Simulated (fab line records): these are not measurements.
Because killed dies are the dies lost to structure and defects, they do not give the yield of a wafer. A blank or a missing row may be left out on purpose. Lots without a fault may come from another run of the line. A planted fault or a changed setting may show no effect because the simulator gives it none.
Comparing a struck lot with a sound one || flow n5-finfet || 37 steps out of a route of 1938
Sound: the wafers L868.1, L868.2, L868.4. Struck: wafer L882.3 (L882.2, L882.4, from the same lot, were not struck and are left out); the cause is given at the end.
Per side, at each step with rows, come the tool, then ch with its chambers, and then its first start. Under that, the readings that differ: sound wafers || struck wafers || difference of the means || sigmas: that difference in standard deviations of wafers without a fault.
alike: readings with means less than 2 such deviations apart, plus words and numbers identical on both sides. not compared: withheld readings, readings lacking a value on some wafer, bounds such as >300 that could conceal the same value, and numbers that have no deviation in the record and whose values overlap.
A row with sigmas, a row that says differs or no value, or rows on one side alone: a step with any of these is where the two part. When numbers do not overlap yet have no deviation, they are printed without sigmas and do not part them. Lack of a reading on every wafer of one side parts them only where that side has two or more wafers.

first, 9 steps without rows for these wafers: N5_BEOL_M9_ALD_74 (deposits TaN, target thk 2 nm, pulse time 2 s, purge time 3 s); N5_BEOL_M9_SURFACE_TREAT_79; N5_BEOL_M9_CVD_78 (deposits Co from CCTBA/H2, target thk 2 nm, time 138.9 s); N5_BEOL_M9_SPUTTER_48 (material Cu, target thk 12 nm, time 2 s); N5_BEOL_M9_ECD_50 (material Cu, target thk 318 nm); N5_BEOL_M9_ANNEAL_51 (time 90 s); N5_BEOL_M9_CMP_52 (polishes, stops on SiCOH lowk, t overpolish 7 s, target thk 140 nm); N5_BEOL_M9_PRE_CLEAN_55 (time 15 s); N5_BEOL_M9_DEP_56 (deposits SiCN from 3MS/NH3, target thk 15 nm, time 26.5 s).
N5_BEOL_M10_ILD_DEP_00: deposits SiCOH lowk from DEMS/porogen, target thk 308.51 nm, time 58 s.
  sound on pecvd-03 ch 0,2, day 11 03:18; struck on pecvd-03 ch 2, day 13 17:01
{"reading": "susceptor-temp-C (C)", "sound": "299.97 299.80 299.85", "struck": 293.77, "difference": -6.10, "sigmas": -31}
{"reading": "model.SiCOH_lowk_of_BEOL_M10_ILD_DEP_00.thk-nm (nm)", "sound": "302.6 302 306.2", "struck": 317, "difference": "+13", "sigmas": ""}
  alike: heater-power-w, showerhead-plenum-p-Torr, throttle-valve-pct
then, 1 step without rows for these wafers: N5_BEOL_M10_CURE_71 (cures SiCOH lowk, time 240 s).
N5_BEOL_M10_THK_MEAS_01:
  sound on film-metro-02 at day 11 03:53; struck on film-metro-01 at day 13 17:36
{"reading": "M10_ILD_THK (nm)", "sound": "263 262 266", "struck": 275, "difference": "+11", "sigmas": "+3"}
then, 23 steps without rows for these wafers: N5_BEOL_M10_PECVD_70 (deposits SiO2 from TEOS/O2, target thk 20 nm, time 22.7 s); N5_BEOL_M10_HM_DEP_02 (deposits TiN, target thk 20 nm); N5_BEOL_M10_COAT_59 (time 60 s, resist thk 100 nm); N5_BEOL_M10_COAT_60 (time 60 s, resist thk 30 nm); N5_BEOL_M10_COAT_05 (resist thk 90 nm); N5_BEOL_M10_EBR_07; N5_BEOL_M10_SOFTBAKE_06 (time 60 s); N5_BEOL_M10_EXPOSE_08 (exposes mask M10); N5_BEOL_M10_PEB_09 (peb time 60 s); N5_BEOL_M10_DEVELOP_10 (develop time 30 s); N5_BEOL_M10_DESCUM_16 (chemistry O2, time 7.9 s); N5_BEOL_M10_ETCH_61 (etches SiARC in CF4, target depth 39 nm, time 65 s); N5_BEOL_M10_ETCH_62 (etches SOC in N2/H2, target depth 110 nm, overetch 22 nm, time 165 s); N5_BEOL_M10_STRIP_68 (strips in N2/H2); N5_BEOL_M10_STRIP_67 (strips in CF4); N5_BEOL_M10_HM_OPEN_17 (chemistry Cl2/BCl3, target TiN, target depth 20 nm, overetch 6 nm); N5_BEOL_M10_STRIP_19 (strips in O2); N5_BEOL_M10_COAT_63 (time 60 s, resist thk 100 nm); N5_BEOL_M10_COAT_64 (time 60 s, resist thk 30 nm); N5_BEOL_M10_COAT_22 (resist thk 90 nm); N5_BEOL_M10_EBR_24; N5_BEOL_M10_SOFTBAKE_23 (time 60 s); N5_BEOL_M10_EXPOSE_25 (exposes mask V9).
N5_BEOL_M10_CMP_52: polishes, stops on SiCOH lowk, t overpolish 7 s, target thk 140 nm.
  sound on cmp-02 ch 0,1,3, day 11 11:41; struck on cmp-04 ch 1, day 14 00:03
{"reading": "model.SiCOH_lowk_of_BEOL_M10_ILD_DEP_00.thk-nm (nm)", "sound": "259.8 259.4 262.8", "struck": 272.6, "difference": "+11.9", "sigmas": ""}
  alike: barrier-field-endpoint-s, motor-current-A, overpolish-run-s, slurry-flow-ml-min, time-to-endpoint-s
-- record jumps: 2 days separate the struck wafers' starts on either side; left off in module BEOL_M10, taken up again in module PASSIVATION, whose first shown step is the route's number 1936 --
N5_PASSIVATION_PROBE_49:
  sound on prober-01 at day 13 17:14; struck on prober-02 at day 16 00:20
  alike: defect-limited-yield, killed_at_M0_to_M3, killed_at_M4_up, killed-at-contacts, killed-at-front-end, killed-at-other, killed-dies, killed-open, killed-short, sort_bin_5_function, sort_bin_6_memory, sort_bin_8_speed, sort-n-pass, sort-yield-pct

## WHERE THEY PART
At N5_BEOL_M10_ILD_DEP_00 first; at N5_BEOL_M10_THK_MEAS_01 last (within this record only). Later steps at which nothing parts them and some readings are alike: N5_BEOL_M10_CMP_52, N5_PASSIVATION_PROBE_49.

WHY: what the simulator had put in
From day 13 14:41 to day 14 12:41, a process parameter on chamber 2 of pecvd-03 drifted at N5_BEOL_M10_ILD_DEP_00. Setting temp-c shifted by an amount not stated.
